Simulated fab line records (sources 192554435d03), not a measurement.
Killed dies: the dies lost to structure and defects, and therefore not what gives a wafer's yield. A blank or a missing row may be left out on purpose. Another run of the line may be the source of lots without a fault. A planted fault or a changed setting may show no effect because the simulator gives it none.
fab line records ; flow n5Finfet
record: lots: 10; wafers: 30; lastDay: 17
route steps=1938 shown MOL_CONTACT_COAG@539 BEOL_M4@1111
lots untouched by any fault: they come from a run of this same line in which no faults occurred
startH: hours from the record's opening day to when the first of the lot's shown wafers began ; waitH: hours since the lot's step before ; " the same as in the row above ; L1.1+2: one row covering several wafers at once ; - no value present, or no start provided ; * or withheld: withheld ; < > ~ a bound
route shown NAME@n: names a module that has steps shown in the file, with the first one's number in the route ; usual: average and standard deviation across the fault-free wafers ; same: alike in all rows ; chamber/n: place in a boat ; sites: the reading at each site ; _std_site: standard deviation across them ; _edge_site: outer sites' mean less inner sites' ; radiusMm: how far each site lies from the wafer's centre ; mask NAME#n: copy n ; behind: the most recent tool/chamber to have shaped the wafer ; hold: why the lot was held/for how many hours/how that ended ; device: whichever transistor did not switch (one of n, p or np) ; end of line: the same wafers' tests at the end of the route ; a step given without rows: its recipe and nothing more ; killed: not the wafer's yield, but the dies lost to structure and defects at the first sort ; map: dies across one wafer; x = killed, . = not, _ = none there
set.NAME: the setting that was run; set.NAME@STEP: the one run at that earlier step ; model.NAME: the simulator's own value behind a step, which no gauge read
route steps across a sampled set of lots; one table per step, one row per wafer
services: from which hour (startH, from the record's first day; less than 0 if before it) a tool's chamber was out of use, for how many hours, and why
== steps ==
step: N5_MOL_CONTACT_COAG_STRIP_98
recipe: chemistry: N2/H2; powerW: 500; tempC: 40; pressureMtorr: 50; rfFrequencyHz: 6e+07; overashFraction: 0.3; biasPowerW: 8; h2Frac: 0.5; n2FlowSccm: 300; h2FlowSccm: 300
usual: drypumpMotorCurrentA: 5.6/0.49; oesProductAu: 0.76/0.062; rfVppV: 54.3/1.4; showerheadPlenumPTorr: 3.39/0.097; throttleValvePct: 18.78/0.27
lot.wafer;tool;chamber;startH;waitH;drypumpMotorCurrentA;oesProductAu;rfHoursCounterH;rfVppV;showerheadPlenumPTorr;throttleValvePct
L906.2;rieDiel-04;3;99.16;0.0;5.9;0.74;179;56.3;3.46;18.76
L906.4;rieDiel-04;2;99.16;0.0;6.1;0.72;209;53.1;3.32;18.45
L906.5;rieDiel-04;2;99.16;0.0;6.1;0.72;-;53.3;3.33;18.49
L909.1;rieDiel-04;1;111.74;0.0;6.0;0.89;20;52.9;3.44;18.76
L909.3;rieDiel-04;0;111.74;0.0;6.1;0.76;146;53.9;3.36;19.18
L909.6;rieDiel-04;1;111.74;0.0;6.0;0.88;-;55.0;3.44;18.76
L911.1;rieDiel-03;2;124.34;0.0;5.2;0.78;148;55.7;3.34;18.53
L911.2;rieDiel-03;1;124.34;0.0;5.4;0.77;121;52.2;3.39;18.65
L911.4;rieDiel-03;3;124.34;0.0;5.9;0.68;231;53.8;3.45;19.12
L914.1;rieDiel-01;2;148.47;0.0;4.8;0.73;166;55.3;3.23;19.14
L914.2;rieDiel-01;1;148.47;0.0;5.1;0.69;226;53.5;3.47;18.85
L914.4;rieDiel-01;0;148.47;0.0;5.8;0.78;148;52.3;3.35;18.73
L915.1;rieDiel-03;0;149.49;0.0;5.3;0.80;95;52.5;3.51;18.36
L915.3;rieDiel-03;2;149.49;0.0;5.2;0.78;158;53.8;3.34;18.57
L915.6;rieDiel-03;3;149.49;0.0;5.9;0.67;-;54.8;3.45;19.12
L916.2;rieDiel-01;0;157.48;0.0;5.9;0.77;152;52.7;3.35;18.74
L916.3;rieDiel-01;1;157.48;0.0;5.1;0.71;231;53.8;3.46;18.88
L916.6;rieDiel-01;3;157.48;0.0;6.2;0.85;-;55.0;3.54;18.41
L919.1;rieDiel-01;1;172.46;0.0;5.1;0.68;237;52.9;3.46;18.87
L919.2;rieDiel-01;3;172.46;0.0;6.1;0.83;41;54.2;3.54;18.42
L919.5;rieDiel-01;2;172.46;0.0;4.8;0.72;-;53.9;3.22;19.15
L922.2;rieDiel-01;2;190.83;0.0;4.8;0.72;181;53.7;3.22;19.16
L922.3;rieDiel-01;0;190.83;0.0;5.9;0.76;163;53.2;3.34;18.79
L922.4;rieDiel-01;3;190.83;0.0;6.2;0.83;46;54.0;3.54;18.42
L923.1;rieDiel-04;2;198.27;0.0;6.1;0.69;246;54.1;3.31;18.54
L923.2;rieDiel-04;0;198.27;0.0;6.1;0.73;177;53.4;3.34;19.22
L923.5;rieDiel-04;2;198.27;0.0;6.1;0.69;-;54.7;3.30;18.54
L927.1;rieDiel-01;2;222.28;0.0;4.8;0.72;195;52.6;3.21;19.17
L927.2;rieDiel-01;1;222.28;0.0;5.1;0.68;256;56.0;3.45;18.89
L927.3;rieDiel-01;0;222.28;0.0;5.8;0.76;177;50.8;3.33;18.81
step: N5_MOL_CONTACT_COAG_PRE_CLEAN_141
recipe: gas: H2/He; timeS: 60; tempC: 300
usual: heaterPowerW: 481/51
lot.wafer;tool;chamber;startH;waitH;heaterPowerW
L906.2;pvdSputter-01;-;100.50;0.2;417
L906.4;pvdSputter-01;-;100.50;0.2;478
L906.5;pvdSputter-01;-;100.50;0.2;514
L909.1;pvdSputter-02;-;113.62;0.7;478
L909.3;pvdSputter-02;-;113.62;0.7;426
L909.6;pvdSputter-02;-;113.62;0.7;466
L911.1;pvdSputter-02;-;127.06;1.2;468
L911.2;pvdSputter-02;-;127.06;1.2;430
L911.4;pvdSputter-02;-;127.06;1.2;517
L914.1;pvdSputter-03;-;151.23;1.0;458
L914.2;pvdSputter-03;-;151.23;1.0;585
L914.4;pvdSputter-03;-;151.23;1.0;561
L915.1;pvdSputter-03;-;151.39;0.6;554
L915.3;pvdSputter-03;-;151.39;0.6;465
L915.6;pvdSputter-03;-;151.39;0.6;481
L916.2;pvdSputter-01;-;159.74;1.0;514
L916.3;pvdSputter-01;-;159.74;1.0;416
L916.6;pvdSputter-01;-;159.74;1.0;419
L919.1;pvdSputter-01;-;175.15;0.5;514
L919.2;pvdSputter-01;-;175.15;0.5;482
L919.5;pvdSputter-01;-;175.15;0.5;514
L922.2;pvdSputter-03;-;192.59;0.5;463
L922.3;pvdSputter-03;-;192.59;0.5;573
L922.4;pvdSputter-03;-;192.59;0.5;543
L923.1;pvdSputter-02;-;202.09;2.0;509
L923.2;pvdSputter-02;-;202.09;2.0;427
L923.5;pvdSputter-02;-;202.09;2.0;443
L927.1;pvdSputter-02;-;224.20;0.6;446
L927.2;pvdSputter-02;-;224.20;0.6;439
L927.3;pvdSputter-02;-;224.20;0.6;514
step: N5_MOL_CONTACT_COAG_SPUTTER_143
recipe: material: Co; targetThkA: 25; tempC: 25; chamberPressurePa: 0.2
usual: throttleValvePct: 30.2/1.3
lot.wafer;tool;chamber;startH;waitH;throttleValvePct
L906.2;pvdSputter-01;-;100.56;0.0;29.2
L906.4;pvdSputter-01;-;100.56;0.0;31.5
L906.5;pvdSputter-01;-;100.56;0.0;29.8
L909.1;pvdSputter-02;-;113.68;0.0;28.1
L909.3;pvdSputter-02;-;113.68;0.0;31.2
L909.6;pvdSputter-02;-;113.68;0.0;27.8
L911.1;pvdSputter-02;-;127.12;0.0;28.0
L911.2;pvdSputter-02;-;127.12;0.0;31.2
L911.4;pvdSputter-02;-;127.12;0.0;29.8
L914.1;pvdSputter-03;-;151.29;0.0;30.4
L914.2;pvdSputter-03;-;151.29;0.0;32.3
L914.4;pvdSputter-03;-;151.29;0.0;28.6
L915.1;pvdSputter-03;-;151.45;0.0;28.4
L915.3;pvdSputter-03;-;151.45;0.0;30.0
L915.6;pvdSputter-03;-;151.45;0.0;29.9
L916.2;pvdSputter-01;-;159.80;0.0;29.8
L916.3;pvdSputter-01;-;159.80;0.0;29.3
L916.6;pvdSputter-01;-;159.80;0.0;28.9
L919.1;pvdSputter-01;-;175.21;0.0;30.0
L919.2;pvdSputter-01;-;175.21;0.0;31.4
L919.5;pvdSputter-01;-;175.21;0.0;30.2
L922.2;pvdSputter-03;-;192.65;0.0;30.3
L922.3;pvdSputter-03;-;192.65;0.0;32.4
L922.4;pvdSputter-03;-;192.65;0.0;28.3
L923.1;pvdSputter-02;-;202.15;0.0;29.9
L923.2;pvdSputter-02;-;202.15;0.0;31.4
L923.5;pvdSputter-02;-;202.15;0.0;31.2
L927.1;pvdSputter-02;-;224.26;0.0;31.4
L927.2;pvdSputter-02;-;224.26;0.0;31.3
L927.3;pvdSputter-02;-;224.26;0.0;29.9
step: N5_MOL_CONTACT_COAG_ALD_123
recipe: material: SiNx; targetThkA: 50; tempC: 400; aldPrecursorFamily: SiH2I2; aldCoReactant: N2/H2-plasma; pulseTimeS: 1; purgeTimeS: 2; coReactantPurgeTimeS: 2; aldCycles: 100; pressureTorr: 2
usual: aldCycles: 100/0; heaterPowerW: 825/80; precursorPulseHeightRel: 1.001/0.02
same: coReactantPurgeTimeS: 2
lot.wafer;tool;chamber;startH;waitH;aldCycles;heaterPowerW;precursorPulseHeightRel
L906.2;aldSin-01;1;106.66;0.0;100;796;1.018
L906.4;aldSin-01;2;106.66;0.0;100;727;1.027
L906.5;aldSin-01;2;106.66;0.0;100;732;0.985
L909.1;aldSin-01;0;119.24;0.0;100;899;1.013
L909.3;aldSin-01;2;119.24;0.0;100;729;1.004
L909.6;aldSin-01;2;119.24;0.0;100;732;1.021
L911.1;aldSin-01;3;132.76;0.0;100;958;1.031
L911.2;aldSin-01;2;132.76;0.0;100;748;0.979
L911.4;aldSin-01;1;132.76;0.0;100;833;1.033
L914.1;aldSin-04;1;157.73;0.0;100;812;1.022
L914.2;aldSin-04;0;157.73;0.0;100;694;0.975
L914.4;aldSin-04;1;157.73;0.0;100;823;0.994
L915.1;aldSin-01;0;157.76;0.0;95;894;1.049
L915.3;aldSin-01;1;157.76;0.0;95;816;1.004
L915.6;aldSin-01;0;157.76;0.0;95;882;1.018
L916.2;aldSin-03;1;165.31;0.0;100;841;0.987
L916.3;aldSin-03;0;165.31;0.0;100;958;1.042
L916.6;aldSin-03;3;165.31;0.0;100;765;0.987
L919.1;aldSin-01;2;180.92;0.0;95;726;0.984
L919.2;aldSin-01;0;180.92;0.0;95;898;1.005
L919.5;aldSin-01;0;180.92;0.0;95;911;1.035
L922.2;aldSin-04;1;199.37;0.0;100;818;0.997
L922.3;aldSin-04;3;199.37;0.0;100;821;1.007
L922.4;aldSin-04;0;199.37;0.0;100;694;1.017
L923.1;aldSin-04;1;208.26;0.5;100;836;1.019
L923.2;aldSin-04;3;208.26;0.5;100;850;0.998
L923.5;aldSin-04;0;208.26;0.5;100;676;0.999
L927.1;aldSin-03;3;231.79;0.4;100;764;1.010
L927.2;aldSin-03;1;231.79;0.4;100;845;1.016
L927.3;aldSin-03;2;231.79;0.4;100;776;1.023
step: N5_BEOL_M4_RC_MEAS_101
usual: DIBL_N: 36.2/1.7; DIBL_P: 36.2/2.2; IOFF_N: 0.16/0.035; IOFF_P: 0.21/0.042; ION_N: 673/13; ION_P: 462/7.9; SS_N: 71.4/0.59; SS_P: 73.2/0.7; VT_N: 250/3.6; VT_P: -251/3.5
lot.wafer;tool;chamber;startH;waitH;DIBL_N[mV/V];DIBL_P[mV/V];IOFF_N[nA/um];IOFF_P[nA/um];ION_N[uA/um];ION_P[uA/um];SS_N[mV/dec];SS_P[mV/dec];VT_N[mV];VT_P[mV]
L906.2;prober-01;0;167.22;0.2;36.3;36.1;0.14;0.19;653;446;70.9;73.0;250;-252
L906.4;prober-01;0;167.22;0.2;38.7;40.1;0.21;0.25;688;461;72.5;74.0;243;-247
L906.5;prober-01;0;167.22;0.2;36.4;38.5;0.17;0.22;674;465;71.4;73.9;248;-251
L909.1;prober-02;0;178.17;0.0;35.5;34.9;0.14;0.19;667;464;70.9;73.4;251;-251
L909.3;prober-02;0;178.17;0.0;34.1;33.8;0.12;0.18;673;467;70.8;72.8;250;-254
L909.6;prober-02;0;178.17;0.0;36.4;35.9;0.17;0.21;689;467;71.2;72.6;247;-250
L911.1;prober-01;0;196.32;0.0;35.6;38.0;0.17;0.21;681;456;71.0;72.9;252;-250
L911.2;prober-01;0;196.32;0.0;34.7;36.0;0.14;0.18;662;454;71.7;73.0;250;-253
L911.4;prober-01;0;196.32;0.0;38.1;39.9;0.20;0.23;681;458;71.8;74.0;249;-251
L914.1;prober-01;0;233.47;0.0;38.1;38.7;0.19;0.24;695;468;72.1;73.9;248;-246
L914.2;prober-01;0;233.47;0.0;37.1;37.4;0.17;0.22;678;464;72.0;73.7;250;-250
L914.4;prober-01;0;233.47;0.0;38.6;39.1;0.19;0.25;681;466;72.6;74.6;245;-246
L915.1;prober-01;0;237.61;0.0;36.3;36.0;0.15;0.20;673;459;71.0;73.7;253;-253
L915.3;prober-01;0;237.61;0.0;38.6;38.3;0.20;0.24;670;456;71.4;74.2;248;-251
L915.6;prober-01;0;237.61;0.0;37.6;36.5;0.17;0.21;671;462;72.3;73.1;248;-250
L916.2;prober-01;0;240.28;0.2;33.6;32.4;0.11;0.16;655;450;70.5;71.7;251;-253
L916.3;prober-01;0;240.28;0.2;35.7;35.6;0.14;0.21;661;459;70.5;73.2;249;-251
L916.6;prober-01;0;240.28;0.2;33.9;32.6;0.11;0.17;666;455;70.8;73.0;255;-253
L919.1;prober-01;0;244.91;0.0;37.7;39.0;0.17;0.26;668;463;71.2;73.8;251;-245
L919.2;prober-01;0;244.91;0.0;34.2;34.5;0.12;0.19;659;464;71.6;72.0;252;-250
L919.5;prober-01;0;244.91;0.0;35.3;36.8;0.14;0.22;666;460;71.3;73.0;250;-248
L922.2;prober-02;0;277.09;0.2;36.2;35.5;0.16;0.21;670;465;71.2;73.1;251;-249
L922.3;prober-02;0;277.09;0.2;35.4;35.1;0.16;0.21;677;468;71.6;73.0;249;-249
L922.4;prober-02;0;277.09;0.2;36.9;37.5;0.17;0.24;676;462;72.2;73.1;249;-249
L923.1;prober-02;0;281.11;0.0;32.5;32.9;0.10;0.15;654;455;71.2;72.3;256;-254
L923.2;prober-02;0;281.11;0.0;32.4;31.6;0.10;0.14;648;446;70.5;72.4;256;-255
L923.5;prober-02;0;281.11;0.0;32.2;30.7;0.09;0.13;648;446;70.4;72.3;258;-258
L927.1;prober-02;0;303.62;0.0;37.0;36.1;0.16;0.21;668;459;71.3;72.9;251;-250
L927.2;prober-02;0;303.62;0.0;34.4;33.8;0.12;0.17;666;457;71.0;71.9;255;-253
L927.3;prober-02;0;303.62;0.0;37.7;37.8;0.18;0.24;678;459;71.8;73.3;247;-249
== services ==
tool;chamber;startH;hours;kind
aldSin-04;-;85.25;14.0;pm
aldSin-04;0;85.25;14.0;ventCycle
aldSin-04;1;85.25;14.5;ventCycle
aldSin-04;2;85.25;14.0;ventCycle
aldSin-04;3;85.25;14.0;ventCycle
pvdSputter-02;-;96.25;1.8;repair
aldSin-04;0;99.25;-;clean
aldSin-04;2;99.25;-;clean
aldSin-04;3;99.25;-;clean
pvdSputter-03;-;101.23;1.1;repair
rieDiel-01;0;112.49;8.4;repair
rieDiel-03;-;150.21;4.3;pm
aldSin-04;2;153.16;4.9;repair
rieDiel-04;1;161.52;5.3;repair
aldSin-04;2;164.78;9.2;repair
rieDiel-03;3;180.27;-;clean
rieDiel-03;3;180.27;-;consumableReplace:focusRing
rieDiel-01;3;191.98;14.3;repair
aldSin-04;-;210.03;6.0;pm
rieDiel-04;2;210.28;-;clean
rieDiel-04;2;210.28;-;consumableReplace:focusRing
rieDiel-04;2;210.28;22.0;scheduledDown
rieDiel-04;2;210.28;22.0;ventCycle
rieDiel-03;-;211.67;1.7;repair
== key ==
firstSign: step: N5_MOL_CONTACT_COAG_ALD_123; reading: aldCycles; direction: down; sigmas: 99+; usual: *; struck: *
effect none on later readings
metAt N5_MOL_CONTACT_COAG_ALD_123
struckLots L915,L919
notActingAt N5_MOL_CONTACT_COAG_STRIP_98,N5_MOL_CONTACT_COAG_PRE_CLEAN_141,N5_MOL_CONTACT_COAG_SPUTTER_143
onsetBetween 132.76 157.76
fault: kind: processParameterDrift; tool: aldSin-01; chamber: -; onsetH: 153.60; steps: N5_MOL_CONTACT_COAG_ALD_123; channel: aldCycles; offset: *; shape: step; endH: 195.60; actsIn: *; stated: *
